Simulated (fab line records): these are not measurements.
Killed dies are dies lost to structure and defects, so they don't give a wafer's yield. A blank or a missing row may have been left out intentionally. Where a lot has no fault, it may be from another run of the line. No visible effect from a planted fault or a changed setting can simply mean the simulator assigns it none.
The tool behind it: which one? / flow n5 finfet / Sampling: 9 lots, 26 wafers, 6 of 1938 route steps

## WHAT THE GAUGES READ, wafer by wafer
N5_SDB_THK_MEAS_31. Usual: SDB_THK typically reads 63.8 nm, with standard deviation 0.85.
lot=L849; measured=day 3 22:35; on=film metro-02; SDB_THK (nm)=63.6 62.9 63.8; flag=
lot=L850; measured=day 4 06:10; on=film metro-01; SDB_THK (nm)=65.0 65.5 64.1; flag=
lot=L858; measured=day 6 05:02; on=film metro-02; SDB_THK (nm)=64.7 64.2 64.7; flag=
lot=L861; measured=day 6 21:44; on=film metro-02; SDB_THK (nm)=64.7 63.6 64.3; flag=
lot=L862; measured=day 7 07:49; on=film metro-01; SDB_THK (nm)=64.3 64.4 63.3; flag=
lot=L864; measured=day 7 18:22; on=film metro-02; SDB_THK (nm)=64.8 63.6 63.6; flag=
lot=L865; measured=day 7 23:06; on=film metro-01; SDB_THK (nm)=63.8 60.4 63.9; flag=
lot=L870; measured=day 9 07:38; on=film metro-02; SDB_THK (nm)=60.8 63.6; flag=
lot=L872; measured=day 9 21:58; on=film metro-01; SDB_THK (nm)=64.1 62.7 62.2; flag=

N5_DUMMY_REMOVAL_INSPECT_06: inspects for defects (brightfield). Usual: raw defect count reads 11 (standard deviation 4.6).
lot=L849; measured=day 3 22:51; on=defect inspect-01; raw defect count=10 21 19; flag=
lot=L850; measured=day 4 06:31; on=defect inspect-01; raw defect count=18 7 4; flag=
lot=L858; measured=day 6 05:22; on=defect inspect-02; raw defect count=13 11 15; flag=
lot=L861; measured=day 6 22:00; on=defect inspect-01; raw defect count=9 8 8; flag=
lot=L862; measured=day 7 08:10; on=defect inspect-01; raw defect count=5 8 6; flag=
lot=L864; measured=day 7 18:45; on=defect inspect-02; raw defect count=16 13 13; flag=
lot=L865; measured=day 7 23:22; on=defect inspect-01; raw defect count=12 12 6; flag=
lot=L870; measured=day 9 07:53; on=defect inspect-01; raw defect count=8 11; flag=
lot=L872; measured=day 9 22:13; on=defect inspect-02; raw defect count=4 10 6; flag=

N5_BEOL_M4_RC_MEAS_101. Usual: DIBL_N 36.2 mV/V, standard deviation 1.4; DIBL_P 36.1 mV/V, standard deviation 1.5; IOFF_N 0.153 nA/um, standard deviation 0.02; IOFF_P 0.215 nA/um, standard deviation 0.03; ION_N 672 uA/um, standard deviation 8.6; ION_P 463 uA/um, standard deviation 6.8; SS_N 71.5 mV/dec, standard deviation 0.47; SS_P 73.3 mV/dec, standard deviation 0.57; VT_N 250.6 mV, standard deviation 2.4; VT_P -249 mV, standard deviation 3.2.
lot=L849; measured=day 8 02:04; on=prober-01; DIBL_N (mV/V)=37.6 37.6 37.4; DIBL_P (mV/V)=37.9 38.2 37.4; IOFF_N (nA/um)=0.159 0.161 0.151; IOFF_P (nA/um)=0.247 0.259 0.246; ION_N (uA/um)=674 665 661; ION_P (uA/um)=474 465 464; SS_N (mV/dec)=72.6 72.1 72.0; SS_P (mV/dec)=72.9 73.1 73.3; VT_N (mV)=249.2 249.9 252.7; VT_P (mV)=-247 -245 -247; flag=
lot=L850; measured=day 8 01:47; on=prober-02; DIBL_N (mV/V)=34.2 36.8 33.5; DIBL_P (mV/V)=34.5 37.8 33.2; IOFF_N (nA/um)=0.138 0.194 0.126; IOFF_P (nA/um)=0.227 0.293 0.204; ION_N (uA/um)=667 698 671; ION_P (uA/um)=469 488 473; SS_N (mV/dec)=71.9 72.0 71.0; SS_P (mV/dec)=73.4 74.1 73.4; VT_N (mV)=252.3 244.4 253.8; VT_P (mV)=-246 -244 -246; flag=
lot=L858; measured=day 9 22:13; on=prober-01; DIBL_N (mV/V)=35.6 34.5 36.8; DIBL_P (mV/V)=37.4 36.0 39.1; IOFF_N (nA/um)=0.153 0.135 0.185; IOFF_P (nA/um)=0.196 0.181 0.229; ION_N (uA/um)=662 667 685; ION_P (uA/um)=455 455 465; SS_N (mV/dec)=70.7 71.2 72.3; SS_P (mV/dec)=72.7 72.0 73.3; VT_N (mV)=250.1 251.2 245.4; VT_P (mV)=-252 -253 -249; flag=
lot=L861; measured=day 10 20:43; on=prober-01; DIBL_N (mV/V)=37.5 38.5 37.3; DIBL_P (mV/V)=36.8 37.2 36.3; IOFF_N (nA/um)=0.169 0.191 0.152; IOFF_P (nA/um)=0.260 0.276 0.245; ION_N (uA/um)=677 673 669; ION_P (uA/um)=472 468 466; SS_N (mV/dec)=71.7 72.2 72.2; SS_P (mV/dec)=73.5 73.2 73.3; VT_N (mV)=249.0 244.8 251.9; VT_P (mV)=-247 -246 -245; flag=
lot=L862; measured=day 11 04:24; on=prober-02; DIBL_N (mV/V)=37.3 36.6 38.5; DIBL_P (mV/V)=38.1 36.3 38.9; IOFF_N (nA/um)=0.159 0.147 0.178; IOFF_P (nA/um)=0.210 0.189 0.222; ION_N (uA/um)=678 674 682; ION_P (uA/um)=461 458 457; SS_N (mV/dec)=71.6 70.8 71.1; SS_P (mV/dec)=73.9 73.4 74.0; VT_N (mV)=249.5 253.1 247.0; VT_P (mV)=-250 -251 -251; flag=
lot=L864; measured=day 12 04:41; on=prober-02; DIBL_N (mV/V)=35.8 38.1 36.9; DIBL_P (mV/V)=35.7 38.4 37.2; IOFF_N (nA/um)=0.143 0.181 0.156; IOFF_P (nA/um)=0.210 0.239 0.218; ION_N (uA/um)=666 682 677; ION_P (uA/um)=454 467 468; SS_N (mV/dec)=70.9 72.3 71.6; SS_P (mV/dec)=72.8 73.7 73.5; VT_N (mV)=251.7 250.4 250.8; VT_P (mV)=-252 -250 -250; flag=
lot=L865; measured=day 12 05:56; on=prober-02; DIBL_N (mV/V)=34.3 35.7 32.6; DIBL_P (mV/V)=33.4 34.8 31.0; IOFF_N (nA/um)=0.122 0.139 0.103; IOFF_P (nA/um)=0.160 0.177 0.131; ION_N (uA/um)=657 666 656; ION_P (uA/um)=450 453 450; SS_N (mV/dec)=70.8 71.0 70.6; SS_P (mV/dec)=73.0 72.7 72.2; VT_N (mV)=254.2 251.7 255.1; VT_P (mV)=-257 -253 -259; flag=
lot=L870; measured=day 13 09:07; on=prober-02; DIBL_N (mV/V)=36.7 36.4; DIBL_P (mV/V)=37.1 36.2; IOFF_N (nA/um)=0.156 0.150; IOFF_P (nA/um)=0.239 0.224; ION_N (uA/um)=683 676; ION_P (uA/um)=472 470; SS_N (mV/dec)=70.9 71.2; SS_P (mV/dec)=73.3 72.1; VT_N (mV)=252.4 250.8; VT_P (mV)=-248 -249; flag=
lot=L872; measured=day 13 14:23; on=prober-01; DIBL_N (mV/V)=34.1 36.1 35.6; DIBL_P (mV/V)=35.2 37.2 36.6; IOFF_N (nA/um)=0.146 0.166 0.160; IOFF_P (nA/um)=0.200 0.217 0.213; ION_N (uA/um)=676 667 676; ION_P (uA/um)=467 462 461; SS_N (mV/dec)=70.4 71.7 71.5; SS_P (mV/dec)=73.2 73.4 73.7; VT_N (mV)=249.4 249.0 250.4; VT_P (mV)=-249 -247 -251; flag=

## WHAT TOOL EACH LOT RAN ON (gives the tool, then ch and the chambers of the sampled wafers, and finally the start)
lot=L849; N5_SDB_HM_OPEN_20=rie diel-04 ch 1,2, day 3 18:48; N5_SDB_CMP_30=cmp-03 ch 0,1,3, day 3 22:22; N5_DUMMY_REMOVAL_HM_STRIP_01=rie diel-05 ch 1,2,3, day 3 22:40
lot=L850; N5_SDB_HM_OPEN_20=rie diel-04 ch 0,3, day 4 02:13; N5_SDB_CMP_30=cmp-01 ch 0,2, day 4 05:54; N5_DUMMY_REMOVAL_HM_STRIP_01=rie diel-01 ch 1,2, day 4 06:19
lot=L858; N5_SDB_HM_OPEN_20=rie diel-02 ch 0,1, day 6 01:12; N5_SDB_CMP_30=cmp-03 ch 0,3, day 6 04:47; N5_DUMMY_REMOVAL_HM_STRIP_01=rie diel-06 ch 0,2, day 6 05:10
lot=L861; N5_SDB_HM_OPEN_20=rie diel-02 ch 1,3, day 6 18:08; N5_SDB_CMP_30=cmp-03 ch 0,2, day 6 21:26; N5_DUMMY_REMOVAL_HM_STRIP_01=rie diel-01 ch 2,3, day 6 21:49
lot=L862; N5_SDB_HM_OPEN_20=rie diel-03 ch 0,1,2, day 7 04:01; N5_SDB_CMP_30=cmp-03 ch 0,2,3, day 7 07:31; N5_DUMMY_REMOVAL_HM_STRIP_01=rie diel-05 ch 0,1,3, day 7 07:58
lot=L864; N5_SDB_HM_OPEN_20=rie diel-03 ch 0,1,2, day 7 14:46; N5_SDB_CMP_30=cmp-01 ch 0,1,3, day 7 18:04; N5_DUMMY_REMOVAL_HM_STRIP_01=rie diel-05 ch 1,2,3, day 7 18:33
lot=L865; N5_SDB_HM_OPEN_20=rie diel-02 ch 0,1, day 7 19:31; N5_SDB_CMP_30=cmp-03 ch 0,1,3, day 7 22:53; N5_DUMMY_REMOVAL_HM_STRIP_01=rie diel-06 ch 0,1,3, day 7 23:10
lot=L870; N5_SDB_HM_OPEN_20=rie diel-02 ch 1,3, day 9 03:22; N5_SDB_CMP_30=cmp-03 ch 2,3, day 9 07:20; N5_DUMMY_REMOVAL_HM_STRIP_01=rie diel-05 ch 2,3, day 9 07:42
lot=L872; N5_SDB_HM_OPEN_20=rie diel-02 ch 1,2,3, day 9 18:08; N5_SDB_CMP_30=cmp-02 ch 0,2,3, day 9 21:40; N5_DUMMY_REMOVAL_HM_STRIP_01=rie diel-05 ch 0,2, day 9 22:02
- N5_SDB_HM_OPEN_20: chemistry CH3F/O2, target SiNx, stops on poly-Si, target depth 24 nm.
- N5_SDB_CMP_30: polishes, stops on poly-Si, t overpolish 1.54 s, target thk 30 nm.
- N5_DUMMY_REMOVAL_HM_STRIP_01: strips SiNx in CH3F/O2, stops on poly-Si, target depth 4 nm, time 6.8 s.

## WHAT THE TOOLS THEMSELVES READ (means of the sampled wafers that have a number; where no wafer has one, the mark that the record gives instead)
N5_SDB_HM_OPEN_20. Usual: drypump motor current A 5.7 A, standard deviation 0.55; oes product au 0.67 a.u., standard deviation 0.073; rf vpp V 297.3 V, standard deviation 2.8; showerhead plenum p Torr 2.04 Torr, standard deviation 0.061; throttle valve pct 16.29 %, standard deviation 0.21.
lot=L849; tool=rie diel-04; drypump motor current A (A)=6.0; oes product au (a.u.)=0.67; rf vpp V (V)=299.7; showerhead plenum p Torr (Torr)=2.04; throttle valve pct (%)=16.40; flag=
lot=L850; tool=rie diel-04; drypump motor current A (A)=5.7; oes product au (a.u.)=0.64; rf vpp V (V)=296.6; showerhead plenum p Torr (Torr)=2.02; throttle valve pct (%)=16.38; flag=
lot=L858; tool=rie diel-02; drypump motor current A (A)=5.8; oes product au (a.u.)=0.59; rf vpp V (V)=293.3; showerhead plenum p Torr (Torr)=1.93; throttle valve pct (%)=16.38; flag=
lot=L861; tool=rie diel-02; drypump motor current A (A)=4.8; oes product au (a.u.)=0.65; rf vpp V (V)=296.5; showerhead plenum p Torr (Torr)=2.01; throttle valve pct (%)=16.19; flag=
lot=L862; tool=rie diel-03; drypump motor current A (A)=5.7; oes product au (a.u.)=0.69; rf vpp V (V)=295.6; showerhead plenum p Torr (Torr)=2.04; throttle valve pct (%)=16.20; flag=
lot=L864; tool=rie diel-03; drypump motor current A (A)=5.7; oes product au (a.u.)=0.69; rf vpp V (V)=295.9; showerhead plenum p Torr (Torr)=2.04; throttle valve pct (%)=16.22; flag=
lot=L865; tool=rie diel-02; drypump motor current A (A)=5.3; oes product au (a.u.)=0.71; rf vpp V (V)=296.3; showerhead plenum p Torr (Torr)=2.06; throttle valve pct (%)=16.08; flag=
lot=L870; tool=rie diel-02; drypump motor current A (A)=4.8; oes product au (a.u.)=0.63; rf vpp V (V)=297.6; showerhead plenum p Torr (Torr)=2.00; throttle valve pct (%)=16.27; flag=
lot=L872; tool=rie diel-02; drypump motor current A (A)=5.0; oes product au (a.u.)=0.67; rf vpp V (V)=296.0; showerhead plenum p Torr (Torr)=1.99; throttle valve pct (%)=16.22; flag=

N5_SDB_CMP_30. Usual: motor current A 12.9 A, standard deviation 1.5; overpolish run s 1.540 s, standard deviation 0.0091; time to endpoint s 15.8 s, standard deviation 1.8.
lot=L849; tool=cmp-03; motor current A (A)=12.9; overpolish run s (s)=1.540; time to endpoint s (s)=16.8; flag=
lot=L850; tool=cmp-01; motor current A (A)=12.0; overpolish run s (s)=1.535; time to endpoint s (s)=16.7; flag=
lot=L858; tool=cmp-03; motor current A (A)=12.6; overpolish run s (s)=1.541; time to endpoint s (s)=14.1; flag=
lot=L861; tool=cmp-03; motor current A (A)=13.4; overpolish run s (s)=1.540; time to endpoint s (s)=17.2; flag=
lot=L862; tool=cmp-03; motor current A (A)=13.2; overpolish run s (s)=1.537; time to endpoint s (s)=15.6; flag=
lot=L864; tool=cmp-01; motor current A (A)=13.8; overpolish run s (s)=1.526; time to endpoint s (s)=16.5; flag=
lot=L865; tool=cmp-03; motor current A (A)=13.0; overpolish run s (s)=1.540; time to endpoint s (s)=14.5; flag=
lot=L870; tool=cmp-03; motor current A (A)=13.2; overpolish run s (s)=1.544; time to endpoint s (s)=12.5; flag=
lot=L872; tool=cmp-02; motor current A (A)=12.7; overpolish run s (s)=1.551; time to endpoint s (s)=15.3; flag=

N5_DUMMY_REMOVAL_HM_STRIP_01. Usual: drypump motor current A 5.9 A, standard deviation 0.39; oes product au 0.63 a.u., standard deviation 0.061; rf vpp V 127.2 V, standard deviation 1.1; showerhead plenum p Torr 1.97 Torr, standard deviation 0.077; throttle valve pct 16.40 %, standard deviation 0.26.
lot=L849; tool=rie diel-05; drypump motor current A (A)=5.9; oes product au (a.u.)=0.60; rf vpp V (V)=127.4; showerhead plenum p Torr (Torr)=1.97; throttle valve pct (%)=16.57; flag=
lot=L850; tool=rie diel-01; drypump motor current A (A)=5.7; oes product au (a.u.)=0.63; rf vpp V (V)=126.8; showerhead plenum p Torr (Torr)=2.05; throttle valve pct (%)=16.48; flag=
lot=L858; tool=rie diel-06; drypump motor current A (A)=5.8; oes product au (a.u.)=0.62; rf vpp V (V)=127.3; showerhead plenum p Torr (Torr)=1.95; throttle valve pct (%)=16.20; flag=
lot=L861; tool=rie diel-01; drypump motor current A (A)=5.6; oes product au (a.u.)=0.62; rf vpp V (V)=126.7; showerhead plenum p Torr (Torr)=1.94; throttle valve pct (%)=16.47; flag=
lot=L862; tool=rie diel-05; drypump motor current A (A)=5.7; oes product au (a.u.)=0.64; rf vpp V (V)=127.1; showerhead plenum p Torr (Torr)=1.98; throttle valve pct (%)=16.38; flag=
lot=L864; tool=rie diel-05; drypump motor current A (A)=5.9; oes product au (a.u.)=0.59; rf vpp V (V)=126.6; showerhead plenum p Torr (Torr)=1.96; throttle valve pct (%)=16.63; flag=
lot=L865; tool=rie diel-06; drypump motor current A (A)=6.0; oes product au (a.u.)=0.71; rf vpp V (V)=126.5; showerhead plenum p Torr (Torr)=2.01; throttle valve pct (%)=16.10; flag=
lot=L870; tool=rie diel-05; drypump motor current A (A)=5.8; oes product au (a.u.)=0.56; rf vpp V (V)=126.7; showerhead plenum p Torr (Torr)=1.90; throttle valve pct (%)=16.67; flag=
lot=L872; tool=rie diel-05; drypump motor current A (A)=6.0; oes product au (a.u.)=0.64; rf vpp V (V)=125.8; showerhead plenum p Torr (Torr)=1.93; throttle valve pct (%)=16.33; flag=

## THE ANSWER, worked out from the rows above alone
Rule: a lot counts as off when the mean over its wafers that have a number is more than 3 standard deviations away from the usual mean. A lot without any number at a reading at which 4 lots or more have one is off too. All remaining lots with rows at the step are treated as sound. The gauges are gone through in route order, then the tools' own readings, and for those a lot's mean is taken as printed above. At the first step where some lot is off, the reading lying furthest off is the one used; lots without a number count as furthest.
None of the lots is off at any reading shown; this tells nothing.

## WHAT THE SIMULATOR HAD PUT IN
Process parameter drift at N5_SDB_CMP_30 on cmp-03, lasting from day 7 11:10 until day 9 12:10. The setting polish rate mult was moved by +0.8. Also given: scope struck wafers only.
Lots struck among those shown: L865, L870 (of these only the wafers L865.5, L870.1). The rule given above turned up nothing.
